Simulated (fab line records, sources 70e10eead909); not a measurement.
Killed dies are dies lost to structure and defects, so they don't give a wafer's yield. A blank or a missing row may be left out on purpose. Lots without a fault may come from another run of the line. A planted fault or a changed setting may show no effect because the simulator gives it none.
Which tool did it? | flow nand_harc | 24 lots, 72 wafers sampled, at 4 steps of a route of 1302

WHAT THE GAUGES READ, wafer by wafer
NHARC_A_M0_INSPECT_27. Usual: raw_defect_count 534, standard deviation 160.
lot  | measured     | on                | raw_defect_count | flag
L074 | day 23 07:35 | defect_inspect-02 | 491 528 491      |
L075 | day 23 09:26 | defect_inspect-01 | 502 388 567      |
L076 | day 23 19:37 | defect_inspect-01 | 340 306 327      |
L078 | day 24 02:54 | defect_inspect-02 | 589 924 704      |
L079 | day 24 11:56 | defect_inspect-01 | 439 400 373      |
L077 | day 24 12:49 | defect_inspect-01 | 368 491 492      |
L080 | day 25 10:34 | defect_inspect-01 | 481 523 511      |
L081 | day 25 17:35 | defect_inspect-02 | 441 590 523      |
L082 | day 26 01:13 | defect_inspect-02 | 675 741 877      |
L083 | day 26 10:17 | defect_inspect-02 | 410 421 433      |
L084 | day 26 13:28 | defect_inspect-02 | 489 381 448      |
L085 | day 27 11:53 | defect_inspect-02 | 504 628 474      |
L086 | day 27 19:16 | defect_inspect-02 | 605 619 782      |
L087 | day 28 13:16 | defect_inspect-01 | 702 531 900      |
L088 | day 28 19:28 | defect_inspect-01 | 554 457 481      |
L089 | day 29 03:53 | defect_inspect-02 | 435 541 524      |
L090 | day 30 00:33 | defect_inspect-01 | 484 588 518      |
L091 | day 30 01:25 | defect_inspect-02 | 376 466 402      |
L092 | day 30 07:37 | defect_inspect-02 | 308 322 429      |
L093 | day 30 09:34 | defect_inspect-01 | 737 518 716      |
L094 | day 30 16:01 | defect_inspect-01 | 387 415 505      |
L096 | day 31 14:59 | defect_inspect-01 | 513 613 534      |
L095 | day 31 17:34 | defect_inspect-02 | 463 496 475      |
L097 | day 32 21:37 | defect_inspect-02 | 1013 900 617     |

WHICH TOOL RAN EACH LOT (tool, then ch and the chambers of the sampled wafers, then the start)
lot  | NHARC_A_BLC_ALD_23                  | NHARC_A_BLC_CVD_24                       | NHARC_A_BLC_CMP_25
L074 | ald_metal-02 ch 0,2,3, day 23 02:56 | cvd_w-02 ch 0,1, day 23 03:38 or earlier | cmp-04 ch 1,2,3, day 23 03:38
L075 | ald_metal-04 ch 0,1,3, day 23 04:43 | cvd_w-01 ch 0,1, day 23 05:27 or earlier | cmp-01 ch 0,1,2, day 23 05:27
L076 | ald_metal-03 ch 1,2,3, day 23 14:31 | cvd_w-02 ch 1, day 23 15:41 or earlier   | cmp-01 ch 1,3, day 23 15:41
L078 | ald_metal-03 ch 1,2, day 23 22:09   | cvd_w-02 ch 0,1, day 23 22:53 or earlier | cmp-04 ch 1,3, day 23 22:53
L079 | ald_metal-02 ch 1,2, day 24 06:59   | cvd_w-02 ch 0,1, day 24 07:43 or earlier | cmp-01 ch 2,3, day 24 07:43
L077 | ald_metal-04 ch 0,2,3, day 24 07:39 | cvd_w-01 ch 0,1, day 24 08:49 or earlier | cmp-04 ch 0,1,2, day 24 08:49
L080 | ald_metal-03 ch 0,1,3, day 25 05:45 | cvd_w-01 ch 0,1, day 25 06:26 or earlier | cmp-03 ch 0,3, day 25 06:26
L081 | ald_metal-04 ch 0,1,3, day 25 12:46 | cvd_w-01 ch 0,1, day 25 13:28 or earlier | cmp-04 ch 0,2,3, day 25 13:28
L082 | ald_metal-02 ch 0,2,3, day 25 20:32 | cvd_w-02 ch 0,1, day 25 21:14 or earlier | cmp-03 ch 0,3, day 25 21:14
L083 | ald_metal-04 ch 0,1,2, day 26 05:44 | cvd_w-01 ch 0,1, day 26 06:29 or earlier | cmp-03 ch 1,2,3, day 26 06:29
L084 | ald_metal-03 ch 0,2,3, day 26 08:55 | cvd_w-02 ch 0,1, day 26 09:40 or earlier | cmp-03 ch 0,1,3, day 26 09:40
L085 | ald_metal-03 ch 0,3, day 27 07:11   | cvd_w-01 ch 0,1, day 27 07:56 or earlier | cmp-01 ch 2,3, day 27 07:56
L086 | ald_metal-03 ch 0,2, day 27 14:02   | cvd_w-01 ch 1, day 27 15:18 or earlier   | cmp-01 ch 1,2, day 27 15:18
L087 | ald_metal-02 ch 1,2,3, day 28 08:33 | cvd_w-02 ch 0,1, day 28 09:20 or earlier | cmp-04 ch 0,1,3, day 28 09:20
L088 | ald_metal-04 ch 0,1,3, day 28 14:54 | cvd_w-02 ch 0,1, day 28 15:38 or earlier | cmp-03 ch 0,1,2, day 28 15:38
L089 | ald_metal-02 ch 0,3, day 28 23:17   | cvd_w-02 ch 0,1, day 29 00:03 or earlier | cmp-03 ch 0,1,2, day 29 00:03
L090 | ald_metal-03 ch 0,1,3, day 29 19:53 | cvd_w-02 ch 0,1, day 29 20:35 or earlier | cmp-04 ch 0,1, day 29 20:35
L091 | ald_metal-02 ch 0,2,3, day 29 20:44 | cvd_w-01 ch 0,1, day 29 21:28 or earlier | cmp-04 ch 0,1, day 29 21:28
L092 | ald_metal-03 ch 0,1, day 30 03:03   | cvd_w-01 ch 0,1, day 30 03:50 or earlier | cmp-01 ch 1,2,3, day 30 03:50
L093 | ald_metal-02 ch 0,1,2, day 30 04:53 | cvd_w-02 ch 0,1, day 30 05:38 or earlier | cmp-01 ch 0,2,3, day 30 05:38
L094 | ald_metal-04 ch 0,2,3, day 30 11:21 | cvd_w-01 ch 0,1, day 30 12:07 or earlier | cmp-01 ch 1,2,3, day 30 12:07
L096 | ald_metal-04 ch 0,1,2, day 31 10:22 | cvd_w-02 ch 0, day 31 11:05 or earlier   | cmp-03 ch 0,1,2, day 31 11:05
L095 | ald_metal-03 ch 1,2, day 31 12:44   | cvd_w-02 ch 0,1, day 31 13:28 or earlier | cmp-03 ch 0,1,2, day 31 13:28
L097 | ald_metal-04 ch 1,2, day 32 17:02   | cvd_w-01 ch 0, day 32 17:46 or earlier   | cmp-01 ch 0,1,2, day 32 17:46
- NHARC_A_BLC_ALD_23: deposits TiN, target thk 3 nm, pulse time 1 s, ald cycles 150.
- NHARC_A_BLC_CVD_24: deposits W, target thk 150 nm, time 434 s.
- NHARC_A_BLC_CMP_25: polishes, t overpolish 30 s, target thk 150 nm.

WHAT THE TOOLS THEMSELVES READ (means of the sampled wafers that have a number; where no wafer has one, the mark that the record gives instead)
NHARC_A_BLC_ALD_23. Usual: heater_power_w 1048 W, standard deviation 110; precursor_pulse_height_rel 0.998, standard deviation 0.02.
lot  | tool         | heater_power_w (W) | precursor_pulse_height_rel | flag
L074 | ald_metal-02 | 1018               | 1.002                      |
L075 | ald_metal-04 | 1053               | 1.027                      |
L076 | ald_metal-03 | 1083               | 0.980                      |
L078 | ald_metal-03 | 1154               | 0.977                      |
L079 | ald_metal-02 | 924                | 0.988                      |
L077 | ald_metal-04 | 1068               | 1.004                      |
L080 | ald_metal-03 | 1060               | 0.988                      |
L081 | ald_metal-04 | 1050               | 0.991                      |
L082 | ald_metal-02 | 1018               | 1.002                      |
L083 | ald_metal-04 | 1129               | 1.024                      |
L084 | ald_metal-03 | 1043               | 0.996                      |
L085 | ald_metal-03 | 999                | 1.012                      |
L086 | ald_metal-03 | 1087               | 0.986                      |
L087 | ald_metal-02 | 953                | 1.019                      |
L088 | ald_metal-04 | 1014               | 0.999                      |
L089 | ald_metal-02 | 1077               | 1.025                      |
L090 | ald_metal-03 | 1090               | 0.993                      |
L091 | ald_metal-02 | 1026               | 0.996                      |
L092 | ald_metal-03 | 1123               | 1.006                      |
L093 | ald_metal-02 | 940                | 0.986                      |
L094 | ald_metal-04 | 1038               | 1.005                      |
L096 | ald_metal-04 | 1120               | 0.987                      |
L095 | ald_metal-03 | 1115               | 0.997                      |
L097 | ald_metal-04 | 1217               | 0.992                      |

NHARC_A_BLC_CVD_24. Usual: heater_power_w 445 W, standard deviation 45; mfc_h2_sccm 1601 sccm, standard deviation 5.3; throttle_valve_pct 7.7 %, standard deviation 0.3.
lot  | tool     | heater_power_w (W) | mfc_h2_sccm (sccm) | throttle_valve_pct (%) | flag
L074 | cvd_w-02 | 423                | 1603               | 7.8                    |
L075 | cvd_w-01 | 435                | 1603               | 7.6                    |
L076 | cvd_w-02 | 405                | 1601               | 7.9                    |
L078 | cvd_w-02 | 429                | 1605               | 7.7                    |
L079 | cvd_w-02 | 452                | 1606               | 7.4                    |
L077 | cvd_w-01 | 435                | 1605               | 7.7                    |
L080 | cvd_w-01 | 435                | 1593               | 7.7                    |
L081 | cvd_w-01 | 443                | 1604               | 7.8                    |
L082 | cvd_w-02 | 459                | 1599               | 7.8                    |
L083 | cvd_w-01 | 434                | 1605               | 7.9                    |
L084 | cvd_w-02 | 433                | 1599               | 7.8                    |
L085 | cvd_w-01 | 468                | 1604               | 7.5                    |
L086 | cvd_w-01 | 414                | 1601               | 8.0                    |
L087 | cvd_w-02 | 432                | 1598               | 7.8                    |
L088 | cvd_w-02 | 429                | 1606               | 7.9                    |
L089 | cvd_w-02 | 472                | 1601               | 7.7                    |
L090 | cvd_w-02 | 471                | 1601               | 7.8                    |
L091 | cvd_w-01 | 457                | 1601               | 7.6                    |
L092 | cvd_w-01 | 462                | 1597               | 7.6                    |
L093 | cvd_w-02 | 437                | 1599               | 7.7                    |
L094 | cvd_w-01 | 437                | 1601               | 7.8                    |
L096 | cvd_w-02 | 510                | 1608               | 7.9                    |
L095 | cvd_w-02 | 437                | 1607               | 7.8                    |
L097 | cvd_w-01 | 440                | 1607               | 7.3                    |

NHARC_A_BLC_CMP_25. Usual: motor_current_A 11.8 A, standard deviation 1.2; overpolish_run_s 30.000 s, standard deviation 0.0095; slurry_flow_ml_min 150.0, standard deviation 0.46; time_to_endpoint_s 29.9 s, standard deviation 2.8.
lot  | tool   | motor_current_A (A) | overpolish_run_s (s) | slurry_flow_ml_min | time_to_endpoint_s (s) | flag
L074 | cmp-04 | 11.5                | 29.993               | 149.9              | 25.3                   |
L075 | cmp-01 | 12.1                | 29.993               | 150.1              | 30.7                   |
L076 | cmp-01 | 13.5                | 30.006               | 150.0              | 28.8                   |
L078 | cmp-04 | 11.2                | 30.002               | 150.5              | 30.6                   |
L079 | cmp-01 | 11.2                | 30.000               | 150.0              | 31.5                   |
L077 | cmp-04 | 11.5                | 30.006               | 149.9              | 29.0                   |
L080 | cmp-03 | 11.4                | 30.001               | 150.4              | 30.6                   |
L081 | cmp-04 | 12.0                | 30.003               | 150.3              | 30.8                   |
L082 | cmp-03 | 11.5                | 30.000               | 149.9              | 29.7                   |
L083 | cmp-03 | 12.0                | 30.002               | 150.0              | 29.7                   |
L084 | cmp-03 | 12.2                | 29.991               | 149.7              | 27.9                   |
L085 | cmp-01 | 11.4                | 29.998               | 150.3              | 32.8                   |
L086 | cmp-01 | 13.0                | 29.998               | 150.6              | 30.2                   |
L087 | cmp-04 | 11.4                | 29.996               | 150.1              | 31.0                   |
L088 | cmp-03 | 11.6                | 29.999               | 150.4              | 27.9                   |
L089 | cmp-03 | 11.8                | 30.003               | 149.7              | 31.4                   |
L090 | cmp-04 | 11.4                | 29.993               | 150.0              | 30.4                   |
L091 | cmp-04 | 10.7                | 29.997               | 150.1              | 29.6                   |
L092 | cmp-01 | 12.4                | 29.992               | 149.9              | 32.4                   |
L093 | cmp-01 | 11.2                | 30.004               | 150.2              | 27.3                   |
L094 | cmp-01 | 12.4                | 30.008               | 150.5              | 29.0                   |
L096 | cmp-03 | 11.5                | 30.002               | 150.0              | 30.0                   |
L095 | cmp-03 | 11.6                | 30.002               | 150.0              | 30.4                   |
L097 | cmp-01 | 12.3                | 30.000               | 150.1              | 29.1                   |

THE ANSWER, worked out from the rows above alone
Rule: a lot is off if the mean of its wafers that have a number lies more than 3 standard deviations from the usual mean. A lot without any number at a reading at which 4 lots or more have one is off too. The other lots that the step has rows for count as sound. The gauges are gone through in route order, then the tools' own readings, and for those a lot's mean is taken as printed above. The first step at which some lot is off is used, and at that step the reading that is off furthest; a lot without a number counts as furthest.
No lot is off at any reading shown: from this, nothing can be told.

WHAT THE SIMULATOR HAD PUT IN
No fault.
